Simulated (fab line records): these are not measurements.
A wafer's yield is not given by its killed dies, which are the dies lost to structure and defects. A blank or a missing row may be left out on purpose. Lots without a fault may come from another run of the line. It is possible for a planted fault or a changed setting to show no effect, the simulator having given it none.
fab line records | flow nand-harc
[record] lots = 13 | wafers = 39 | last-day = 34
route steps=1302 shown A_CHANNEL_FILL_D1@496 THIN_TSV@1275 END@1302
lots untouched by any fault: they come from a run of this same line in which no faults occurred
start-h: hours from the record's opening day to when the first of the lot's shown wafers began | wait-h: time in hours since the lot's previous step | " repeats the value in the row above | L1.1+2: several wafers, shown together as one row | - either no value or no given start | * or withheld: withheld | < > ~ a bound
route shown NAME@n: a module of which the file shows steps, and the number in the route of the first | usual: average and standard deviation across the fault-free wafers | same: alike in all rows | chamber/n: place in a boat | sites: each site's reading | _std_site: the standard deviation of these | _edge_site: the outer-site mean with the inner-site mean subtracted | radius-mm: how far each site lies from the wafer's centre | mask NAME#n: copy n | behind: the last tool/chamber to shape the wafer | hold: what put the lot on hold/how long, in hours/how the hold closed | device: whichever transistor did not switch (one of n, p or np) | end of line: the route-end tests of the same wafers | for a step that has no rows: nothing shown but its recipe | killed: count of dies lost to structure and defects at first sort (not the wafer's yield) | map: shows each die of a wafer: x if killed, . if not, _ if none is there
set.NAME: the setting the step ran with; set.NAME@STEP: the setting that earlier step ran with | model.NAME: the simulator's own value behind a step, which no gauge read
the route's steps for a sample of lots (tables are steps, rows are wafers)
services: a tool's chamber out of use, with start hour (start-h, from the record's first day; less than 0 if before it), hours out, and reason
[[steps]]
[step NHARC_A_CHANNEL_FILL_D1_ALD_16]
[recipe] target-thk-a = 15 | pulse-time-s = 10 | ald-cycles = 15 | temp-c = 300 | material = SiO2
[usual] heater-power-outer-w = 272/25 | heater-power-w = 484/46 | precursor-pulse-height-rel = 0.998/0.02
lot.wafer | tool      | chamber | start-h | wait-h | heater-power-outer-w | heater-power-w | precursor-pulse-height-rel
L140.3    | ald-hk-01 | 0       | 207.18  | 0.1    | 287                  | 547            | 0.993
L140.2    | "         | 1       | "       | "      | 258                  | 463            | 1.011
L140.5    | "         | 3       | "       | "      | 226                  | 402            | 0.989
L142.2    | ald-hk-02 | 0       | 220.76  | 0.0    | 268                  | 528            | 1.036
L142.4    | "         | 1       | "       | "      | 243                  | 444            | 1.018
L142.1    | "         | 2       | "       | "      | 326                  | 543            | 0.981
L141.4    | ald-hk-02 | 1       | 220.95  | 0.2    | 251                  | 444            | 0.996
L141.1    | "         | 3       | "       | "      | 298                  | 500            | 0.987
L141.6    | "         | 1       | "       | "      | 251                  | 446            | 1.007
L144.1    | ald-hk-02 | 3       | 258.50  | 0.0    | 302                  | 500            | 0.987
L144.3    | "         | 0       | "       | "      | 264                  | 520            | 0.986
L144.5    | "         | 3       | "       | "      | 289                  | 508            | 0.989
L151.4    | ald-hk-04 | 1       | 306.81  | 2.2    | 294                  | 513            | 1.019
L151.1    | "         | 2       | "       | "      | 250                  | 425            | 1.003
L151.6    | "         | 0       | "       | "      | 275                  | 470            | 1.014
L155.4    | ald-hk-01 | 0       | 346.74  | 0.0    | 287                  | 530            | 0.991
L155.1    | "         | 2       | "       | "      | 282                  | 506            | 0.999
L155.5    | "         | 1       | "       | "      | 247                  | 440            | 1.032
L154.4    | ald-hk-04 | 0       | 346.74  | 0.0    | 270                  | 464            | 1.005
L154.5    | "         | 0       | "       | "      | 271                  | 476            | 1.018
L154.6    | "         | 1       | "       | "      | 282                  | 513            | 0.967
L157.4    | ald-hk-01 | 0       | 363.34  | 0.0    | 287                  | 545            | 1.009
L157.2    | "         | 2       | "       | "      | 281                  | 506            | 1.039
L157.5    | "         | 0       | "       | "      | 294                  | 550            | 1.016
L158.2    | ald-hk-02 | 1       | 376.21  | 0.1    | 254                  | 469            | 0.989
L158.6    | "         | 2       | "       | "      | 307                  | 521            | 0.983
L158.5    | "         | 3       | "       | "      | 324                  | 547            | 1.007
L159.4    | ald-hk-01 | 0       | 407.54  | 0.1    | 288                  | 545            | 1.014
L159.6    | "         | 3       | "       | "      | 224                  | 408            | 0.973
L159.5    | "         | 0       | "       | "      | 288                  | 551            | 1.001
L160.4    | ald-hk-02 | 1       | 414.36  | 0.0    | 249                  | 456            | 1.019
L160.3    | "         | 2       | "       | "      | 303                  | 528            | 0.999
L160.2    | "         | 3       | "       | "      | 313                  | 548            | 0.999
L162.3    | ald-hk-04 | 2       | 424.02  | 0.0    | 249                  | 428            | 1.007
L162.1    | "         | 3       | "       | "      | 287                  | 485            | 0.994
L162.2    | "         | 1       | "       | "      | 294                  | 521            | 1.003
L163.3    | ald-hk-01 | 3       | 447.51  | 3.5    | 225                  | 404            | 0.986
L163.5    | "         | 1       | "       | "      | 246                  | 447            | 0.963
L163.6    | "         | 2       | "       | "      | 284                  | 499            | 1.009
[step NHARC_THIN_TSV_ANNEAL_52]
[recipe] temp-c = 225 | time-s = 90
[usual] anneal-temp-c-max = 226.39/0.28 | wafer_temp_C_max = 226.3/0.42
lot.wafer | tool          | chamber | start-h | wait-h | anneal-temp-c-max | wafer_temp_C_max
L140.2    | rtp-anneal-01 | 0       | 564.57  | 0.7    | 226.16            | 226.5
L140.3    | "             | 0       | "       | "      | 226.51            | 227.2
L140.5    | "             | 0       | "       | "      | 226.92            | 226.1
L142.1    | rtp-anneal-01 | 0       | 569.11  | 0.5    | 226.26            | 226.5
L142.2    | "             | 0       | "       | "      | 226.25            | 226.5
L142.4    | "             | 0       | "       | "      | 226.46            | 226.6
L141.1    | rtp-anneal-01 | 0       | 574.49  | 0.6    | 226.08            | 226.5
L141.4    | "             | 0       | "       | "      | 225.92            | 226.3
L141.6    | "             | 0       | "       | "      | 226.44            | 225.9
L144.1    | rtp-anneal-01 | 0       | 602.07  | 0.5    | 226.37            | 226.4
L144.3    | "             | 0       | "       | "      | 226.26            | 226.9
L144.5    | "             | 0       | "       | "      | 226.57            | 226.6
L151.1    | rtp-anneal-01 | 0       | 659.84  | 0.5    | 226.76            | 226.6
L151.4    | "             | 0       | "       | "      | 226.27            | 226.7
L151.6    | "             | 0       | "       | "      | 226.58            | 227.6
L154.4    | rtp-anneal-01 | 0       | 697.50  | 0.6    | 226.98            | 226.8
L154.5    | "             | 0       | "       | "      | 227.01            | 227.3
L154.6    | "             | 0       | "       | "      | 226.45            | 226.1
L155.1    | rtp-anneal-02 | 0       | 698.58  | 0.7    | 226.04            | 226.1
L155.4    | "             | 0       | "       | "      | 225.90            | 225.7
L155.5    | "             | 0       | "       | "      | 226.15            | 226.1
L157.2    | rtp-anneal-01 | 0       | 714.22  | 0.6    | 226.35            | 225.8
L157.4    | "             | 0       | "       | "      | 226.82            | 226.3
L157.5    | "             | 0       | "       | "      | 226.30            | 226.6
L158.2    | rtp-anneal-01 | 0       | 730.79  | 0.7    | 226.71            | 226.1
L158.5    | "             | 0       | "       | "      | 226.16            | 226.7
L158.6    | "             | 0       | "       | "      | 226.28            | 226.7
L159.4    | rtp-anneal-01 | 0       | 751.33  | 0.6    | 226.84            | 226.4
L159.5    | "             | 0       | "       | "      | 226.47            | 226.1
L159.6    | "             | 0       | "       | "      | 226.48            | 225.9
L160.2    | rtp-anneal-02 | 0       | 770.74  | 0.9    | 226.30            | 225.7
L160.3    | "             | 0       | "       | "      | 225.92            | 226.0
L160.4    | "             | 0       | "       | "      | 226.33            | 225.9
L162.1    | rtp-anneal-02 | 0       | 782.39  | 0.5    | 225.83            | 225.9
L162.2    | "             | 0       | "       | "      | 226.07            | 225.9
L162.3    | "             | 0       | "       | "      | 226.21            | 225.9
L163.3    | rtp-anneal-01 | 0       | 798.49  | 0.4    | 226.55            | 225.9
L163.5    | "             | 0       | "       | "      | 226.19            | 226.5
L163.6    | "             | 0       | "       | "      | 226.72            | 226.3
[step NHARC_THIN_TSV_CD_MEAS_33]
[recipe] target-cd-nm = 5000 | landing-energy-ev = 500
[usual] cd-nm = 5001.0/1.5
lot.wafer | tool      | chamber | start-h | wait-h | cd-nm
L140.2    | cd-sem-01 | 0       | 566.46  | -      | 5001.8
L140.3    | "         | 0       | "       | "      | 5000.0
L140.5    | "         | 0       | "       | "      | 4999.6
L142.1    | cd-sem-01 | 0       | 571.05  | -      | 5001.2
L142.2    | "         | 0       | "       | "      | 5001.4
L142.4    | "         | 0       | "       | "      | 5000.3
L141.1    | cd-sem-02 | 0       | 576.43  | -      | 4999.4
L141.4    | "         | 0       | "       | "      | 4999.2
L141.6    | "         | 0       | "       | "      | 5000.7
L144.1    | cd-sem-01 | 0       | 604.03  | -      | 5000.9
L144.3    | "         | 0       | "       | "      | 5002.1
L144.5    | "         | 0       | "       | "      | 5003.3
L151.1    | cd-sem-01 | 0       | 661.79  | -      | 5002.1
L151.4    | "         | 0       | "       | "      | 5002.2
L151.6    | "         | 0       | "       | "      | 5002.1
L154.4    | cd-sem-03 | 0       | 699.30  | -      | 5000.6
L154.5    | "         | 0       | "       | "      | 5000.0
L154.6    | "         | 0       | "       | "      | 4999.9
L155.1    | cd-sem-03 | 0       | 700.41  | -      | 5003.0
L155.4    | "         | 0       | "       | "      | 5001.1
L155.5    | "         | 0       | "       | "      | 5002.0
L157.2    | cd-sem-01 | 0       | 715.98  | -      | 5004.5
L157.4    | "         | 0       | "       | "      | 5004.2
L157.5    | "         | 0       | "       | "      | 5003.2
L158.2    | cd-sem-01 | 0       | 732.56  | -      | 5003.3
L158.5    | "         | 0       | "       | "      | 4999.4
L158.6    | "         | 0       | "       | "      | 4999.7
L159.4    | cd-sem-01 | 0       | 753.12  | -      | 4999.4
L159.5    | "         | 0       | "       | "      | 5001.1
L159.6    | "         | 0       | "       | "      | 5001.8
L160.2    | cd-sem-01 | 0       | 772.66  | -      | 5001.9
L160.3    | "         | 0       | "       | "      | 5001.6
L160.4    | "         | 0       | "       | "      | 5000.4
L162.1    | cd-sem-03 | 0       | 784.23  | -      | 5003.3
L162.2    | "         | 0       | "       | "      | 5000.9
L162.3    | "         | 0       | "       | "      | 5002.9
L163.3    | cd-sem-02 | 0       | 800.37  | -      | 4999.6
L163.5    | "         | 0       | "       | "      | 4997.6
L163.6    | "         | 0       | "       | "      | 5000.1
[step NHARC_THIN_TSV_CD_MEAS_37]
[usual] cd-nm = 5000.2/2.4
lot.wafer | tool      | chamber | start-h | wait-h | cd-nm
L140.2    | cd-sem-01 | -       | 567.92  | -      | 4998.9
L140.3    | "         | -       | "       | "      | 5002.2
L140.5    | "         | -       | "       | "      | 4999.0
L142.1    | cd-sem-03 | -       | 572.48  | -      | 5000.5
L142.2    | "         | -       | "       | "      | 4997.3
L142.4    | "         | -       | "       | "      | 4998.7
L141.1    | cd-sem-02 | -       | 577.86  | -      | 4998.4
L141.4    | "         | -       | "       | "      | 4997.6
L141.6    | "         | -       | "       | "      | 4997.3
L144.1    | cd-sem-02 | -       | 607.99  | -      | 5000.2
L144.3    | "         | -       | "       | "      | 5004.1
L144.5    | "         | -       | "       | "      | 5002.0
L151.1    | cd-sem-02 | -       | 663.28  | -      | 5003.2
L151.4    | "         | -       | "       | "      | 5003.1
L151.6    | "         | -       | "       | "      | 5000.9
L154.4    | cd-sem-01 | -       | 700.80  | -      | 5000.3
L154.5    | "         | -       | "       | "      | 4999.8
L154.6    | "         | -       | "       | "      | 4997.3
L155.1    | cd-sem-03 | -       | 701.94  | -      | 5000.8
L155.4    | "         | -       | "       | "      | 4997.5
L155.5    | "         | -       | "       | "      | 5002.2
L157.2    | cd-sem-03 | -       | 717.43  | -      | 5005.5
L157.4    | "         | -       | "       | "      | 5002.0
L157.5    | "         | -       | "       | "      | 5003.3
L158.2    | cd-sem-01 | -       | 734.01  | -      | 5003.9
L158.5    | "         | -       | "       | "      | 4998.3
L158.6    | "         | -       | "       | "      | 4999.7
L159.4    | cd-sem-01 | -       | 754.56  | -      | 4999.3
L159.5    | "         | -       | "       | "      | 4998.9
L159.6    | "         | -       | "       | "      | 5002.7
L160.2    | cd-sem-01 | -       | 774.17  | -      | 5003.8
L160.3    | "         | -       | "       | "      | 5002.0
L160.4    | "         | -       | "       | "      | 5003.6
L162.1    | cd-sem-02 | -       | 785.69  | -      | 4999.7
L162.2    | "         | -       | "       | "      | 5002.8
L162.3    | "         | -       | "       | "      | 5003.0
L163.3    | cd-sem-03 | -       | 801.81  | -      | 4997.8
L163.5    | "         | -       | "       | "      | 4997.5
L163.6    | "         | -       | "       | "      | 4998.2
[step NHARC_END_SORT_01]
[recipe] temp-c = 25
[usual] killed-at-array = 56/21 | killed-at-other = 0.8/1 | killed-at-periphery = 3.6/2.8 | killed-dies = 60/20 | killed-open = 3.2/1.9 | killed-short = 2.4/1.6
[same] gross-dies = 677
lot.wafer | tool      | chamber | start-h | wait-h | killed-at-array | killed-at-other | killed-at-periphery | killed-dies | killed-open | killed-short
L144.1    | prober-01 | 0       | 615.52  | 2.5    | 144             | 0               | 2                   | 146         | 4           | 1
L144.3    | prober-01 | 0       | 617.10  | 3.1    | 92              | 1               | 0                   | 93          | 4           | 3
L144.5    | prober-01 | 0       | 618.68  | 3.7    | 163             | 0               | 0                   | 163         | 4           | 4
L157.4    | prober-01 | 0       | 727.43  | 3.4    | 49              | 1               | 2                   | 52          | 5           | 1
// killed by level:class
L144.1 A_CHANNEL_FILL_D1:unspecified=64 A_CHANNEL_HOLE_D1:chamber-film-flake=26 A_CHANNEL_HOLE_D2:chamber-film-flake=22 A_SLIT:chamber-film-flake=18 A_CONTACT:chamber-film-flake=7 P_CONTACT:geometric-particle:open=1 A_ONON_D1:geometric-particle:open=1 A_WL_FILL:geometric-particle:open=1
L144.3 A_CHANNEL_HOLE_D2:chamber-film-flake=27 A_CHANNEL_HOLE_D1:chamber-film-flake=26 A_SLIT:chamber-film-flake=20 A_CONTACT:chamber-film-flake=10 A_WL_FILL:geometric-particle:short=2 A_WL_FILL:chamber-film-flake=2 A_SOURCE_PLATE:geometric-particle:open=1 A_DECK1_JOINT:geometric-particle:short=1
L144.5 A_CHANNEL_FILL_D1:unspecified=66 A_CHANNEL_HOLE_D1:chamber-film-flake=32 A_CHANNEL_HOLE_D2:chamber-film-flake=31 A_SLIT:chamber-film-flake=15 A_CONTACT:chamber-film-flake=7 A_WL_FILL:chamber-film-flake=3 A_CHANNEL_FILL_D1:geometric-particle:open=2 A_SOURCE_PLATE:geometric-particle:open=1
L157.4 A_SLIT:chamber-film-flake=30 A_CONTACT:chamber-film-flake=8 A_CHANNEL_HOLE_D1:chamber-film-flake=6 A_WL_FILL:geometric-particle:open=2 P_GATE:geometric-particle:open=1 P_CONTACT:geometric-particle:short=1 THIN_TSV:chamber-film-flake=1 A_BLC:geometric-particle:open=1
[[services]]
tool          | chamber | start-h | hours | kind
ald-hk-04     | -       | 256.80  | 10.0  | pm
ald-hk-01     | -       | 297.42  | 10.0  | pm
ald-hk-01     | 0       | 297.42  | 10.0  | vent-cycle
ald-hk-01     | 1       | 297.42  | 10.0  | vent-cycle
ald-hk-01     | 2       | 297.42  | 10.0  | vent-cycle
ald-hk-01     | 3       | 297.42  | 10.0  | vent-cycle
ald-hk-01     | 0       | 307.42  | -     | clean
ald-hk-01     | 1       | 307.42  | -     | clean
ald-hk-01     | 2       | 307.42  | -     | clean
ald-hk-02     | -       | 348.00  | 10.0  | pm
rtp-anneal-01 | -       | 372.00  | 12.0  | pm
ald-hk-04     | -       | 437.48  | 10.0  | pm
ald-hk-01     | -       | 463.49  | 3.6   | repair
ald-hk-01     | -       | 475.42  | 10.0  | pm
ald-hk-01     | -       | 489.56  | 2.0   | repair
ald-hk-02     | -       | 526.00  | 10.0  | pm
ald-hk-01     | -       | 533.09  | 1.4   | repair
ald-hk-01     | -       | 583.25  | 1.2   | repair
ald-hk-04     | -       | 619.13  | 10.0  | pm
ald-hk-01     | -       | 648.97  | 0.4   | repair
ald-hk-01     | -       | 654.08  | 10.0  | pm
ald-hk-02     | -       | 707.61  | 10.0  | pm
ald-hk-01     | -       | 735.02  | 1.6   | repair
rtp-anneal-02 | -       | 744.00  | 12.0  | pm
[[key]]
[first-sign] step = NHARC_END_SORT_01 | reading = killed-at-array | direction = up | sigmas = 4.8 | usual = 56 | struck = 154
[effect] step = NHARC_END_SORT_01 | reading = killed-dies | direction = up | sigmas = 4.6 | usual = 60 | struck = 154
[more-kills-born-at] NHARC_A_CHANNEL_FILL_D1_ALD_16@ald-hk-02 = 130
met-at NHARC_A_CHANNEL_FILL_D1_ALD_16
struck-lots L144
struck-wafers L144.1,L144.5
tester-left-out L144
not-acting-at NHARC_THIN_TSV_ANNEAL_52,NHARC_THIN_TSV_CD_MEAS_33,NHARC_THIN_TSV_CD_MEAS_37
onset-between 220.95 258.50
[fault] kind = chamber-particle-source | tool = ald-hk-02 | chamber = 3 | onset-h = 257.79 | steps = NHARC_A_CHANNEL_FILL_D1_ALD_16 | rate-per-visit-cm2 = 0.69936 | end-h = 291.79
// tester-left-out: of these lots the tester's yield and bins aren't shown, on N5 and GAA mostly nor the transistor test; their killed dies are dies lost to structure and defects alone, not to doping, threshold or leakage, so they don't give the yield
